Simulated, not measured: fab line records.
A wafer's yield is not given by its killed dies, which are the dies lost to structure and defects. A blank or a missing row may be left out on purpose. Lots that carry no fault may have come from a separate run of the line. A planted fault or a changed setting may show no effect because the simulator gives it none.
Lot-split experiment || flow n5 finfet || on a route of 1938 steps: 7 lots, 39 wafers read

## SPLIT DETAILS
At N5_SD_EPI_P_EPI_21 (deposits SiGe:B, time 355 s), the setting time s was moved away from the recipe's 355 s on 9 of the 39 wafers read, by -39.2% to +35.3%. For the rest of the wafers, this setting stayed at what the recipe calls for.

Reading taken at the split's own step.

## THE READING
SiGe-B_of_SD_EPI_P_EPI_21.thk nm (the simulator's own value, which no gauge read), in nm, at N5_SD_EPI_P_EPI_21 (deposits SiGe:B, time 355 s). No usual value for it is given in the file. Across the 30 wafers here that went through the recipe, the average is 60.8 nm and the standard deviation 0.94 nm.

{"wafer": "L074.1", "tool, chamber at the split": "epi rpcvd-01, 0", "time s as run, s": 355, "against the recipe": "recipe", "SiGe-B_of_SD_EPI_P_EPI_21.thk nm, nm": 60.8, "against lot-mates on the recipe": "-"}
{"wafer": "L074.5", "tool, chamber at the split": "epi rpcvd-01, 0", "time s as run, s": 355, "against the recipe": "recipe", "SiGe-B_of_SD_EPI_P_EPI_21.thk nm, nm": 60.8, "against lot-mates on the recipe": "-"}
{"wafer": "L074.2", "tool, chamber at the split": "epi rpcvd-01, 0", "time s as run, s": 451.1, "against the recipe": "+27.1%", "SiGe-B_of_SD_EPI_P_EPI_21.thk nm, nm": 71.6, "against lot-mates on the recipe": "+10.7"}
{"wafer": "L074.3", "tool, chamber at the split": "epi rpcvd-01, 0", "time s as run, s": 355, "against the recipe": "recipe", "SiGe-B_of_SD_EPI_P_EPI_21.thk nm, nm": 61.2, "against lot-mates on the recipe": "-"}
{"wafer": "L074.4", "tool, chamber at the split": "epi rpcvd-01, 0", "time s as run, s": 451.1, "against the recipe": "+27.1%", "SiGe-B_of_SD_EPI_P_EPI_21.thk nm, nm": 72.8, "against lot-mates on the recipe": "+11.9"}
{"wafer": "L074.6", "tool, chamber at the split": "epi rpcvd-01, 0", "time s as run, s": 451.1, "against the recipe": "+27.1%", "SiGe-B_of_SD_EPI_P_EPI_21.thk nm, nm": 72, "against lot-mates on the recipe": "+11.1"}
{"wafer": "L075.1", "tool, chamber at the split": "epi rpcvd-03, 0", "time s as run, s": 215.7, "against the recipe": "-39.2%", "SiGe-B_of_SD_EPI_P_EPI_21.thk nm, nm": 40.8, "against lot-mates on the recipe": -21.5}
{"wafer": "L075.2", "tool, chamber at the split": "epi rpcvd-03, 0", "time s as run, s": 355, "against the recipe": "recipe", "SiGe-B_of_SD_EPI_P_EPI_21.thk nm, nm": 61.6, "against lot-mates on the recipe": "-"}
{"wafer": "L075.3", "tool, chamber at the split": "epi rpcvd-03, 0", "time s as run, s": 355, "against the recipe": "recipe", "SiGe-B_of_SD_EPI_P_EPI_21.thk nm, nm": 62.2, "against lot-mates on the recipe": "-"}
{"wafer": "L075.4", "tool, chamber at the split": "epi rpcvd-03, 0", "time s as run, s": 215.7, "against the recipe": "-39.2%", "SiGe-B_of_SD_EPI_P_EPI_21.thk nm, nm": 41.2, "against lot-mates on the recipe": -21.1}
{"wafer": "L075.5", "tool, chamber at the split": "epi rpcvd-03, 0", "time s as run, s": 215.7, "against the recipe": "-39.2%", "SiGe-B_of_SD_EPI_P_EPI_21.thk nm, nm": 40.6, "against lot-mates on the recipe": -21.7}
{"wafer": "L075.6", "tool, chamber at the split": "epi rpcvd-03, 0", "time s as run, s": 355, "against the recipe": "recipe", "SiGe-B_of_SD_EPI_P_EPI_21.thk nm, nm": 63.2, "against lot-mates on the recipe": "-"}
{"wafer": "L082.1", "tool, chamber at the split": "epi rpcvd-03, 0", "time s as run, s": 355, "against the recipe": "recipe", "SiGe-B_of_SD_EPI_P_EPI_21.thk nm, nm": 60, "against lot-mates on the recipe": "-"}
{"wafer": "L082.2", "tool, chamber at the split": "epi rpcvd-03, 0", "time s as run, s": 355, "against the recipe": "recipe", "SiGe-B_of_SD_EPI_P_EPI_21.thk nm, nm": 60.2, "against lot-mates on the recipe": "-"}
{"wafer": "L082.3", "tool, chamber at the split": "epi rpcvd-03, 0", "time s as run, s": 355, "against the recipe": "recipe", "SiGe-B_of_SD_EPI_P_EPI_21.thk nm, nm": 61, "against lot-mates on the recipe": "-"}
{"wafer": "L082.4", "tool, chamber at the split": "epi rpcvd-03, 0", "time s as run, s": 355, "against the recipe": "recipe", "SiGe-B_of_SD_EPI_P_EPI_21.thk nm, nm": 60.6, "against lot-mates on the recipe": "-"}
{"wafer": "L082.5", "tool, chamber at the split": "epi rpcvd-03, 0", "time s as run, s": 355, "against the recipe": "recipe", "SiGe-B_of_SD_EPI_P_EPI_21.thk nm, nm": 60.6, "against lot-mates on the recipe": "-"}
{"wafer": "L082.6", "tool, chamber at the split": "epi rpcvd-03, 0", "time s as run, s": 355, "against the recipe": "recipe", "SiGe-B_of_SD_EPI_P_EPI_21.thk nm, nm": 60.4, "against lot-mates on the recipe": "-"}
{"wafer": "L084.1", "tool, chamber at the split": "epi rpcvd-02, 0", "time s as run, s": 480.4, "against the recipe": "+35.3%", "SiGe-B_of_SD_EPI_P_EPI_21.thk nm, nm": 75.6, "against lot-mates on the recipe": "+14.2"}
{"wafer": "L084.2", "tool, chamber at the split": "epi rpcvd-02, 0", "time s as run, s": 355, "against the recipe": "recipe", "SiGe-B_of_SD_EPI_P_EPI_21.thk nm, nm": 61.4, "against lot-mates on the recipe": "-"}
{"wafer": "L084.4", "tool, chamber at the split": "epi rpcvd-02, 0", "time s as run, s": 355, "against the recipe": "recipe", "SiGe-B_of_SD_EPI_P_EPI_21.thk nm, nm": 61.4, "against lot-mates on the recipe": "-"}
{"wafer": "L084.5", "tool, chamber at the split": "epi rpcvd-02, 0", "time s as run, s": 355, "against the recipe": "recipe", "SiGe-B_of_SD_EPI_P_EPI_21.thk nm, nm": 61.4, "against lot-mates on the recipe": "-"}
{"wafer": "L084.3", "tool, chamber at the split": "epi rpcvd-02, 0", "time s as run, s": 480.4, "against the recipe": "+35.3%", "SiGe-B_of_SD_EPI_P_EPI_21.thk nm, nm": 73.2, "against lot-mates on the recipe": "+11.8"}
{"wafer": "L084.6", "tool, chamber at the split": "epi rpcvd-02, 0", "time s as run, s": 480.4, "against the recipe": "+35.3%", "SiGe-B_of_SD_EPI_P_EPI_21.thk nm, nm": 75.2, "against lot-mates on the recipe": "+13.8"}
{"wafer": "L085.1", "tool, chamber at the split": "epi rpcvd-03, 0", "time s as run, s": 355, "against the recipe": "recipe", "SiGe-B_of_SD_EPI_P_EPI_21.thk nm, nm": 60.2, "against lot-mates on the recipe": "-"}
{"wafer": "L085.2", "tool, chamber at the split": "epi rpcvd-03, 0", "time s as run, s": 355, "against the recipe": "recipe", "SiGe-B_of_SD_EPI_P_EPI_21.thk nm, nm": 60.4, "against lot-mates on the recipe": "-"}
{"wafer": "L085.3", "tool, chamber at the split": "epi rpcvd-03, 0", "time s as run, s": 355, "against the recipe": "recipe", "SiGe-B_of_SD_EPI_P_EPI_21.thk nm, nm": 59.8, "against lot-mates on the recipe": "-"}
{"wafer": "L085.4", "tool, chamber at the split": "epi rpcvd-03, 0", "time s as run, s": 355, "against the recipe": "recipe", "SiGe-B_of_SD_EPI_P_EPI_21.thk nm, nm": 59.8, "against lot-mates on the recipe": "-"}
{"wafer": "L085.5", "tool, chamber at the split": "epi rpcvd-03, 0", "time s as run, s": 355, "against the recipe": "recipe", "SiGe-B_of_SD_EPI_P_EPI_21.thk nm, nm": 59.4, "against lot-mates on the recipe": "-"}
{"wafer": "L085.6", "tool, chamber at the split": "epi rpcvd-03, 0", "time s as run, s": 355, "against the recipe": "recipe", "SiGe-B_of_SD_EPI_P_EPI_21.thk nm, nm": 59.4, "against lot-mates on the recipe": "-"}
{"wafer": "L086.1", "tool, chamber at the split": "epi rpcvd-03, 0", "time s as run, s": 355, "against the recipe": "recipe", "SiGe-B_of_SD_EPI_P_EPI_21.thk nm, nm": 61, "against lot-mates on the recipe": "-"}
{"wafer": "L086.2", "tool, chamber at the split": "epi rpcvd-03, 0", "time s as run, s": 355, "against the recipe": "recipe", "SiGe-B_of_SD_EPI_P_EPI_21.thk nm, nm": 61.6, "against lot-mates on the recipe": "-"}
{"wafer": "L086.3", "tool, chamber at the split": "epi rpcvd-03, 0", "time s as run, s": 355, "against the recipe": "recipe", "SiGe-B_of_SD_EPI_P_EPI_21.thk nm, nm": 61.6, "against lot-mates on the recipe": "-"}
{"wafer": "L086.4", "tool, chamber at the split": "epi rpcvd-03, 0", "time s as run, s": 355, "against the recipe": "recipe", "SiGe-B_of_SD_EPI_P_EPI_21.thk nm, nm": 61.6, "against lot-mates on the recipe": "-"}
{"wafer": "L086.5", "tool, chamber at the split": "epi rpcvd-03, 0", "time s as run, s": 355, "against the recipe": "recipe", "SiGe-B_of_SD_EPI_P_EPI_21.thk nm, nm": 61.4, "against lot-mates on the recipe": "-"}
{"wafer": "L086.6", "tool, chamber at the split": "epi rpcvd-03, 0", "time s as run, s": 355, "against the recipe": "recipe", "SiGe-B_of_SD_EPI_P_EPI_21.thk nm, nm": 61.8, "against lot-mates on the recipe": "-"}
{"wafer": "L095.1", "tool, chamber at the split": "epi rpcvd-03, 0", "time s as run, s": 355, "against the recipe": "recipe", "SiGe-B_of_SD_EPI_P_EPI_21.thk nm, nm": 59.6, "against lot-mates on the recipe": "-"}
{"wafer": "L095.2", "tool, chamber at the split": "epi rpcvd-03, 0", "time s as run, s": 355, "against the recipe": "recipe", "SiGe-B_of_SD_EPI_P_EPI_21.thk nm, nm": 59.2, "against lot-mates on the recipe": "-"}
{"wafer": "L095.4", "tool, chamber at the split": "epi rpcvd-03, 0", "time s as run, s": 355, "against the recipe": "recipe", "SiGe-B_of_SD_EPI_P_EPI_21.thk nm, nm": 59.4, "against lot-mates on the recipe": "-"}

THE FIT
A straight line over all 39 wafers: SiGe-B_of_SD_EPI_P_EPI_21.thk nm changes by +0.451 nm for each +1% of time s; r = +0.99; the points scatter about the line by 1.2 nm.
The same after taking each lot's own level away (the mean of its wafers on the recipe; 39 wafers): +0.462 nm for each +1%; r = +0.99; scatter 1.3 nm.
The reading moves by 18 nm for the largest change in time s, on that fit.
From 59.40 to 62.33 nm: that is the span of the lots' own levels, equal to 3.1 times the standard deviation above.
Consequently the slope shifts little with the lot-to-lot level, the two slopes agreeing.
Check: for one of the wafers moved furthest among these (-39.2%), held out of the fit, the line's prediction against its lot-mates is -18.1 nm. Against them it came out at -21.5 nm.

## THE OTHER SPLITS THESE WAFERS WENT THROUGH
These wafers also went through other splits before the reading. Each is held against what the fit with the lots' levels taken away leaves over:
{"other split on the same wafers": "N5_FIN_SAQP_HM_DEP_03 time s", "wafers away from the commonest value": 18, "r with SiGe-B_of_SD_EPI_P_EPI_21.thk nm (lot level and that fit taken away)": -0.11}
{"other split on the same wafers": "N5_SD_EPI_N_DESCUM_14 time s", "wafers away from the commonest value": 18, "r with SiGe-B_of_SD_EPI_P_EPI_21.thk nm (lot level and that fit taken away)": "+0.19"}

## THE WHOLE CHAIN: every reading that the file lists as answering this split, in the file's order
{"step": "N5_SD_EPI_P_EPI_21", "what it does": "deposits SiGe:B, time 355 s", "reading": "SiGe-B_of_SD_EPI_P_EPI_21.thk nm (the simulator's own value, which no gauge read)", "change (the file's fit)": "+0.459 nm for each +1% of the setting", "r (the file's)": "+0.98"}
{"step": "N5_SD_EPI_P_EPI_MEAS_23", "what it does": "", "reading": "thk nm", "change (the file's fit)": "withheld for each +1% of the setting", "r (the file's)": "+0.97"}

## FILE'S OWN FIT
SiGe-B_of_SD_EPI_P_EPI_21.thk nm changes by +0.459 nm for each +1% of time s, r = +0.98.
